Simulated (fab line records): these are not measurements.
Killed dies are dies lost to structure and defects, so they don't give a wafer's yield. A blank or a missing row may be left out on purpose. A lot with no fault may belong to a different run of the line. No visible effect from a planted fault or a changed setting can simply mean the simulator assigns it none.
Matching of chambers    flow n5 finfet    N5_BEOL_M7_ETCH_61 on rie diel-04 has 4 sister chambers
The step etches SiARC in CF4, target depth 45.5 nm, time 75.8 s. 18 wafers are shown with their chamber, then 9 later ones without.

EACH WAFER AND ITS CHAMBER
wafer   chamber  showerhead plenum p Torr (Torr)  drypump motor current A (A)  throttle valve pct (%)
L077.2  3        2.06                             6.2                          15.84
L077.5  0        2.26                             4.8                          15.38
L077.6  3        2.06                             6.2                          15.82
L080.2  3        2.06                             6.2                          15.83
L080.5  0        2.26                             4.8                          15.39
L080.6  1        2.10                             5.1                          15.79
L083.3  0        2.26                             4.8                          15.39
L083.5  1        2.10                             5.2                          15.79
L083.6  0        2.26                             4.8                          15.40
L084.2  0        2.26                             4.8                          15.43
L084.3  2        2.26                             6.1                          15.89
L084.5  3        2.06                             6.2                          15.85
L087.1  2        2.26                             6.2                          15.92
L087.3  1        2.10                             5.2                          15.35
L087.6  0        2.25                             4.8                          15.42
L090.1  0        2.25                             4.8                          15.44
L090.3  1        2.10                             5.2                          15.34
L090.4  3        2.05                             6.2                          15.87

SIGNATURES, as means of the wafers listed above
reading                   chamber 0  chamber 1  chamber 2  chamber 3  scatter within a chamber
showerhead plenum p Torr  2.2571     2.1000     2.2600     2.0580     0.00399
drypump motor current A   4.800      5.175      6.150      6.200      0.0299
throttle valve pct        15.4071    15.5675    15.9050    15.8420    0.12
Rule: distance of a wafer from a chamber = root of the sum over the readings of ((wafer's reading minus chamber's mean) / reading's scatter) squared. If the next closest chamber is less than 2 further off than the closest, the wafer can't be placed; otherwise it belongs to the closest. The scatter: take each reading less its chamber's mean, square it, sum over the shown wafers, divide by the number of wafers less the number of chambers, and take the root.

WAFERS WHOSE CHAMBER IS MISSING
wafer   showerhead plenum p Torr (Torr)  drypump motor current A (A)  throttle valve pct (%)
L093.1  2.05                             6.2                          15.89
L093.2  2.09                             5.2                          15.33
L093.4  2.26                             6.1                          15.92
L094.1  2.05                             6.2                          15.90
L094.5  2.09                             5.2                          15.37
L094.6  2.26                             6.2                          15.93
L097.2  2.05                             6.2                          15.90
L097.3  2.09                             5.2                          15.37
L097.5  2.25                             4.8                          15.47

THE CHAMBER EACH PASSED THROUGH
wafer   from the rows above  in truth
L093.1  3                    3
L093.2  1                    1
L093.4  2                    2
L094.1  3                    3
L094.5  1                    1
L094.6  2                    2
L097.2  3                    3
L097.3  1                    1
L097.5  0                    0
Correctly placed: 9 of 9. Not placeable from these rows: 0. Wrongly placed: 0.
